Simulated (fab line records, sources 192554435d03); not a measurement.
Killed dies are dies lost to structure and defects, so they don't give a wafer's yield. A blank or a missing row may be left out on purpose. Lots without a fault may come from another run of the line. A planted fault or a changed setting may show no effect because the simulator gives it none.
Problem report in the 8D (eight disciplines) form, filled by code | flow n5_finfet | the parts of the form that need people (team, actions taken, sign-off) are left out

1. THE PROBLEM
cd_nm at N5_SD_EPI_N_CD_MEAS_09 reads a mean of 116.6 nm on 4 wafers of 3 lots; wafers without a fault read 120.0 nm with a standard deviation of 0.56. That is -6.1 standard deviations from the usual mean.
The step: target cd 120 nm.
First seen on wafer L441.4, day 5 17:34, on cd_sem-01. The record holds 25 wafers of 9 lots with a number at this step. Rule for "out", or "out of limits": more than 4 standard deviations from the usual mean. The other wafers with a number count as sound.

2. WHAT IT IS AND WHAT IT IS NOT
question                    | is                             | is not
which readings at this step | cd_nm                          | -
which lots                  | L441, L442, L443               | L431, L432, L433, L450, L451, L452
which wafers of those lots  | L441.4, L441.6, L442.6, L443.6 | L442.2, L443.2, L443.5
read on which gauges        | cd_sem-01                      | cd_sem-02, cd_sem-03
when                        | from day 5 17:34               | up to then (9 sound wafers); but 12 sound wafers of L442, L443, L450, L451, L452 came after

3. SUSPECTS, AND WHAT RULES EACH OUT
Counting: a tool at a process step up to the reading stays a suspect if it ran every lot that is out. Sound lots after the first of them don't rule it out here, since some wafers of a struck lot are sound.
- the gauge at N5_SD_EPI_N_CD_MEAS_09: ruled out. All the wafers that are out were read on cd_sem-01, but those of them that N5_SD_EPI_N_PEB_07 has rows for are out there too, on other tools.
- litho_track-05 at N5_SD_EPI_N_PEB_07 (peb time 60 s): kept. It ran every lot that is out, first L441 (day 5 17:29); its last sound lot up to then is L432 (day 3 07:13). Its own readings are out on those wafers: heater_power_total_W.
Left after counting: litho_track-05 at N5_SD_EPI_N_PEB_07.

4. THE CAUSE (what the simulator had put in)
Process parameter drift: litho_track-05, from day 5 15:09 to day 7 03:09, at N5_SD_EPI_N_PEB_07. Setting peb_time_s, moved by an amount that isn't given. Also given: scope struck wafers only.
Counting left only this tool.

5. THE CHAIN OF EFFECTS, in route order
Each row: a reading whose mean over the struck wafers that have a number lies more than 3 standard deviations from the usual. Only readings for which the record gives a usual standard deviation are gone through. hours: the time from each lot's start at the first step in this table that gives one to its start at this step, as a median over the lots. sigmas: the change in usual standard deviations.
hours | step                   | reading              | usual    | on struck wafers | change | sigmas
0     | N5_SD_EPI_N_PEB_07     | heater_power_total_W | 175.3 W  | 185.6            | +10.3  | +6.1
0     | N5_SD_EPI_N_CD_MEAS_09 | cd_nm                | 120.0 nm | 116.6            | -3.4   | -6.1
The process steps in it:
- N5_SD_EPI_N_PEB_07: peb time 60 s.
Later measuring or inspecting steps at which every struck wafer that the step has a row for has a number for every such reading, and none has moved that far: N5_BEOL_M4_RC_MEAS_101.

6. WHAT WOULD HAVE CAUGHT IT SOONER
In this record the first reading out of limits at a measuring or inspecting step was taken at day 5 17:34, 2 hours after the fault began at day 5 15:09.
The tool's own readings at N5_SD_EPI_N_PEB_07 were out on every struck wafer that the step has a row for (heater_power_total_W): an alarm limit on them would have fired on the first of those.
Of the lots that are out (3), L442, L443 began N5_SD_EPI_N_PEB_07 on litho_track-05 after day 5 17:34. A hold on the tool at that time would have spared those 2.
